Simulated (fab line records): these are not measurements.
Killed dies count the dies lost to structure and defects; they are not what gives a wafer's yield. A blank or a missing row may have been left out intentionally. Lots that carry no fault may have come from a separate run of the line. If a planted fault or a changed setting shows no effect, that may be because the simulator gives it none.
Struck lot and sound lot, side by side    flow nand_harc    26 steps out of a route of 1302
Sound: these wafers, L700.4, L700.5, L700.6. Struck: wafer L702.6. Last of all comes the cause.
Per side, at each step with rows, come the tool, then ch with its chambers, and then its first start. Under that, the readings that differ: sound wafers    struck wafers    difference of the means    sigmas: that difference in standard deviations of wafers without a fault.
alike: readings with means less than 2 such deviations apart, plus words and numbers identical on both sides. not compared: withheld readings, readings lacking a value on some wafer, bounds such as >300 that could conceal the same value, and numbers that have no deviation in the record and whose values overlap.
A row with sigmas, a row that says differs or no value, or rows on one side alone: a step with any of these is where the two part. When numbers do not overlap yet have no deviation, they are printed without sigmas and do not part them. Lack of a reading on every wafer of one side parts them only where that side has two or more wafers.

first, 2 steps without rows for these wafers: NHARC_A_STAIRCASE_SRD_154; NHARC_A_STAIRCASE_ETCH_403 (etches SiO2 in dHF, target depth 108.2 nm).
NHARC_A_STAIRCASE_ETCHBACK_422: etches the open film in CH3F/O2, target depth 40 nm, time 74.286 s.
  sound on rie_diel-08 ch 0,1,3, day 24 06:43; struck on rie_diel-08 ch 1, day 25 16:53
  alike: chamber_pressure_mTorr, drypump_motor_current_A, oes_product_au, rf_fwd_power_W, rf_vpp_V, showerhead_plenum_p_Torr, throttle_valve_pct
  not compared: rf_hours_counter_h
then, 1 step without rows for these wafers: NHARC_A_STAIRCASE_ETCH_423 (etches SiO2 in dHF, target depth 30 nm).
NHARC_A_STAIRCASE_ETCHBACK_157: etches the open film in CH3F/O2, target depth 90 nm, time 167.14 s.
  sound on rie_diel-10 ch 0,1,3, day 24 07:04; struck on rie_diel-06 ch 3, day 25 17:17
  alike: chamber_pressure_mTorr, drypump_motor_current_A, oes_product_au, rf_fwd_power_W, rf_vpp_V, showerhead_plenum_p_Torr, throttle_valve_pct
  not compared: rf_hours_counter_h
NHARC_A_STAIRCASE_STRIP_475: strips in O2, time 20 s.
  sound: rie_diel-10 ch 1,2,3; struck: rie_diel-06 ch 0
reading                 sound                 struck  difference  sigmas
throttle_valve_pct (%)  17.027 17.047 17.021  17.053  +0.021      +2
  alike: chamber_pressure_mTorr, drypump_motor_current_A, oes_product_au, rf_vpp_V, showerhead_plenum_p_Torr
  not compared: rf_hours_counter_h
NHARC_A_STAIRCASE_DEP_471: deposits SiO2, target thk 100 nm.
  sound on pecvd-02 ch 0,1,2, day 24 07:24; struck on pecvd-04 ch 1, day 25 17:56
  alike: heater_power_outer_w, heater_power_w, rf_fwd_power_W, throttle_valve_pct
then, 2 steps without rows for these wafers: NHARC_A_STAIRCASE_CMP_472 (polishes SiO2); NHARC_A_STAIRCASE_SRD_474.
NHARC_A_STAIRCASE_INSPECT_155:
  struck on defect_inspect-01, day 25 18:28; sound on defect_inspect-01, day 24 07:56
  alike: raw_defect_count
NHARC_A_SGD_CUT_DEP_00: deposits SiNx, target thk 50 nm.
  sound on pecvd-04 ch 0,1,2, day 24 08:05; struck on pecvd-01 ch 2, day 25 18:37
reading             sound              struck  difference  sigmas
rf_fwd_power_W (W)  447.0 449.5 445.6  450.7   +3.3        +2
  alike: heater_power_outer_w, heater_power_w
then, 10 steps without rows for these wafers: NHARC_A_SGD_CUT_DEHYDRATE_01 (time 120 s); NHARC_A_SGD_CUT_HMDS_02 (time 30 s); NHARC_A_SGD_CUT_COAT_56 (time 75 s); NHARC_A_SGD_CUT_COAT_57 (time 65 s); NHARC_A_SGD_CUT_COAT_03 (resist thk 90 nm); NHARC_A_SGD_CUT_SOFTBAKE_04 (time 55 s); NHARC_A_SGD_CUT_EBR_05; NHARC_A_SGD_CUT_EXPOSE_06 (exposes mask SGD); NHARC_A_SGD_CUT_PEB_07 (peb time 65 s); NHARC_A_SGD_CUT_DEVELOP_08 (develop time 35 s).
NHARC_A_SGD_CUT_CD_MEAS_09: target cd 100 nm.
  sound on cd_sem-01 ch 0, day 24 08:50; struck on cd_sem-03 ch 0, day 25 19:16
  alike: cd_nm
NHARC_A_SGD_CUT_OVL_MEAS_10:
  struck on overlay-01, day 25 19:21; sound on overlay-02, day 24 08:55
  alike: overlay_x_nm, overlay_y_nm
NHARC_A_SGD_CUT_INSPECT_11:
  struck on defect_inspect-01, day 25 19:34; sound on defect_inspect-02, day 24 08:57
reading           sound     struck  difference  sigmas
raw_defect_count  79 92 76  538     +456        +15
  not compared: hold
NHARC_A_SGD_CUT_DESCUM_14: chemistry O2, time 3 s.
  sound on rie_diel-03 ch 0,1,2, day 24 09:01; struck on rie_diel-03 ch 2, day 25 23:48
reading  sound  struck                    difference                    sigmas
hold     - - -  await_dispo/4.1h/release  no value on the sound wafers  
  alike: chamber_pressure_mTorr, drypump_motor_current_A, oes_product_au, rf_vpp_V, showerhead_plenum_p_Torr, throttle_valve_pct
  not compared: rf_hours_counter_h
-- break in the record here, with 6 days between the starts of the struck wafers on either side (left off in module A_SGD_CUT, picked up again in module END, where the first step shown is number 1302 on the route) --
NHARC_END_SORT_01:
  at this point the record logs the struck wafers (prober-02 ch 0, day 31 18:16) and has no rows for the sound ones

WHERE THEY PART
Last at NHARC_END_SORT_01 as far as this record goes, first at NHARC_A_STAIRCASE_STRIP_475.

WHY: the cause the simulator had injected
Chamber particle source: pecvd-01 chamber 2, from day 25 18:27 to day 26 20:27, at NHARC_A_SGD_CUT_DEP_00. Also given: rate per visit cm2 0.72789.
